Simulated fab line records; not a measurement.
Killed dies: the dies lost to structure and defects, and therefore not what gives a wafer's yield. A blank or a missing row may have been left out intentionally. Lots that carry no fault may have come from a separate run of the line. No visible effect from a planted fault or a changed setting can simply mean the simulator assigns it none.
Comparing a struck lot with a sound one | flow nand harc | 28 steps out of a route of 1302
Sound: the wafers L557.1, L557.3, L557.4. The struck wafers were L542.2, L542.4, L542.6. The cause is named last.
At each step with rows: each side's tool, then ch and its chambers, then its first start. Under that, the readings that differ: sound wafers | struck wafers | difference of the means | sigmas: that difference in standard deviations of wafers without a fault.
alike: a reading whose means differ by less than 2 such deviations, as well as words and numbers matching on both sides. not compared: withheld readings; readings where some wafer has no value; bounds like >300 that might hide an equal value; numbers whose values overlap and for which the record gives no deviation.
A row with sigmas, a row that says differs or no value, or rows on one side alone: a step with any of these is where the two part. Non-overlapping numbers with no deviation appear without sigmas and do not part them. Lack of a reading on every wafer of one side parts them only where that side has two or more wafers.

first, 8 steps without rows for these wafers: NHARC_A_CHANNEL_HOLE_D2_EXPOSE_07 (exposes mask HOLE D2, target cd 100 nm); NHARC_A_CHANNEL_HOLE_D2_PEB_08 (peb time 65 s); NHARC_A_CHANNEL_HOLE_D2_DEVELOP_09 (develop time 35 s); NHARC_A_CHANNEL_HOLE_D2_DESCUM_15 (chemistry O2, time 3 s); NHARC_A_CHANNEL_HOLE_D2_ETCH_38 (etches the open film in CF4, target depth 39 nm, time 65 s); NHARC_A_CHANNEL_HOLE_D2_ETCH_39 (etches the open film in N2/H2, target depth 260 nm, time 325 s); NHARC_A_CHANNEL_HOLE_D2_ETCH_34 (etches the open film in CF4/CHF3, target depth 154 nm, time 77 s); NHARC_A_CHANNEL_HOLE_D2_ETCH_16 (etches the open film in O2/COS, target depth 3100 nm, time 806 s).
NHARC_A_CHANNEL_HOLE_D2_ETCH_19: etches the open film in C4F8/O2/Ar, time 34.5 s.
  sound on har etch-01 ch 0,1, day 22 12:59; struck on har etch-01 ch 0,1, day 15 02:17
  reading    | sound                | struck               | difference | sigmas
  temp c (C) | -20.09 -20.07 -20.28 | -19.81 -19.97 -19.94 | +0.24      | +2
  alike: drypump motor current A, mfc ar sccm, showerhead plenum p Torr, throttle valve pct
  not compared: rf hours counter h
then, 16 steps without rows for these wafers: NHARC_A_CHANNEL_HOLE_D2_ETCH_20 (etches the open film in C4F8/O2/Ar, time 361.9 s, target depth 1600 nm); NHARC_A_CHANNEL_HOLE_D2_ETCH_21 (etches the open film in C4F8/O2/Ar, time 514.3 s, target depth 1600 nm); NHARC_A_CHANNEL_HOLE_D2_ETCH_22 (etches the open film in C4F8/O2/Ar, time 666.7 s, target depth 1600 nm); NHARC_A_CHANNEL_HOLE_D2_ETCH_23 (etches the open film in C4F8/O2/Ar, time 819 s, target depth 1600 nm); NHARC_A_CHANNEL_HOLE_D2_ETCH_24 (etches the open film in C4F8/O2/Ar, time 906.2 s, target depth 1500 nm); NHARC_A_CHANNEL_HOLE_D2_ETCH_25 (etches the open film in C4F8/O2/Ar, time 1040.2 s, target depth 1500 nm); NHARC_A_CHANNEL_HOLE_D2_ETCH_26 (etches the open film in C4F8/O2/Ar, time 224.1 s, target depth 300 nm); NHARC_A_CHANNEL_HOLE_D2_ETCH_27 (etches the open film in C4F8/O2/Ar, time 90 s, target depth 400 nm); NHARC_A_CHANNEL_HOLE_D2_STRIP_41 (strips in N2/H2); NHARC_A_CHANNEL_HOLE_D2_STRIP_42 (strips in CF4/CHF3); NHARC_A_CHANNEL_HOLE_D2_STRIP_43 (strips in O2/COS); NHARC_A_CHANNEL_HOLE_D2_ETCH_44 (etches the open film in CF4/O2, target depth 140 nm, overetch 14 nm, time 77 s); NHARC_A_CHANNEL_HOLE_D2_STRIP_28 (strips in O2); NHARC_A_CHANNEL_HOLE_D2_PRECLEAN_29 (cleans in SC1); NHARC_A_CHANNEL_HOLE_D2_SRD_30; NHARC_A_CHANNEL_HOLE_D2_XSEM_32.
NHARC_A_CHANNEL_HOLE_D2_INSPECT_40:
  sound on defect inspect-01, day 22 18:39; struck on defect inspect-01, day 15 07:59
  reading          | sound       | struck      | difference | sigmas
  raw defect count | 276 456 321 | 865 874 823 | +503       | +7
then, 1 step without rows for these wafers: NHARC_A_CHANNEL_FILL_D2_PRECLEAN_00 (cleans in SC1).
-- the record jumps here: 11 days lie between the struck wafers' starts before and after (it left off in module A_CHANNEL_FILL_D2 and takes up again in module END, whose first step shown is number 1302 of the route) --
NHARC_END_SORT_01:
  sound on prober-02 ch 0, day 33 04:38; struck on prober-02 ch 0, day 26 02:41
  alike: killed at array, killed at other, killed at periphery, killed dies, killed open, killed short

== WHERE THEY PART ==
At NHARC_A_CHANNEL_HOLE_D2_ETCH_19 first; at NHARC_A_CHANNEL_HOLE_D2_INSPECT_40 last (within this record only). Later steps at which nothing parts them and some readings are alike: NHARC_END_SORT_01.

WHY: what the simulator had put in
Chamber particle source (har etch-01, NHARC_A_CHANNEL_HOLE_D2_ETCH_19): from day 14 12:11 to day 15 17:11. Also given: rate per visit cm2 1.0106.
